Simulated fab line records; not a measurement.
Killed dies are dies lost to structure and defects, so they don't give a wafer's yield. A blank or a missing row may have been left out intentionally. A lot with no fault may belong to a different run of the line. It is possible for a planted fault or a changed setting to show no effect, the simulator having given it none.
Chamber matching :: flow n5-finfet :: rie-diel-04 running N5_SD_EPI_P_ETCH_37: 4 sister chambers
The step etches SOC in N2/H2, overetch 108 nm, time 486 s. 8 wafers are shown with their chamber, then 7 later ones without.

## WAFERS, EACH WITH ITS CHAMBER
wafer: L085.4
chamber: 0
showerhead-plenum-p-Torr (Torr): 2.43
drypump-motor-current-A (A): 5.2

wafer: L085.5
chamber: 3
showerhead-plenum-p-Torr (Torr): 2.50
drypump-motor-current-A (A): 5.3

wafer: L086.4
chamber: 0
showerhead-plenum-p-Torr (Torr): 2.43
drypump-motor-current-A (A): 5.3

wafer: L086.6
chamber: 1
showerhead-plenum-p-Torr (Torr): 2.60
drypump-motor-current-A (A): 5.2

wafer: L090.2
chamber: 1
showerhead-plenum-p-Torr (Torr): 2.59
drypump-motor-current-A (A): 5.2

wafer: L090.3
chamber: 3
showerhead-plenum-p-Torr (Torr): 2.50
drypump-motor-current-A (A): 5.3

wafer: L091.3
chamber: 2
showerhead-plenum-p-Torr (Torr): 2.53
drypump-motor-current-A (A): 6.2

wafer: L091.4
chamber: 2
showerhead-plenum-p-Torr (Torr): 2.53
drypump-motor-current-A (A): 6.2

## WAFERS WITHOUT THEIR CHAMBER
wafer: L091.6
showerhead-plenum-p-Torr (Torr): 2.59
drypump-motor-current-A (A): 5.2

wafer: L094.2
showerhead-plenum-p-Torr (Torr): 2.53
drypump-motor-current-A (A): 6.2

wafer: L094.3
showerhead-plenum-p-Torr (Torr): 2.59
drypump-motor-current-A (A): 5.2

wafer: L094.4
showerhead-plenum-p-Torr (Torr): 2.42
drypump-motor-current-A (A): 5.2

wafer: L095.1
showerhead-plenum-p-Torr (Torr): 2.53
drypump-motor-current-A (A): 6.2

wafer: L095.4
showerhead-plenum-p-Torr (Torr): 2.42
drypump-motor-current-A (A): 5.2

wafer: L095.5
showerhead-plenum-p-Torr (Torr): 2.53
drypump-motor-current-A (A): 6.2

## CHAMBER TAKEN BY EACH
wafer: L091.6
from the rows above: 1
in truth: 1

wafer: L094.2
from the rows above: 2
in truth: 2

wafer: L094.3
from the rows above: 1
in truth: 1

wafer: L094.4
from the rows above: 0
in truth: 0

wafer: L095.1
from the rows above: 2
in truth: 2

wafer: L095.4
from the rows above: 0
in truth: 0

wafer: L095.5
from the rows above: 2
in truth: 2
7 of 7 placed correctly. From these rows, 0 cannot be placed. Number placed wrongly: 0.
How it was worked out, from the rows above alone: a wafer's distance from a chamber is the root of the sum, over the readings, of the square of ((its reading less the chamber's mean) divided by the reading's scatter). The wafer belongs to the nearest chamber; if the next one is less than 2 further off, it can't be placed. A chamber's mean is the mean of its shown wafers. The scatter: the root of (the sum of the squares of (reading less its chamber's mean) over the shown wafers, divided by (wafers less chambers)).
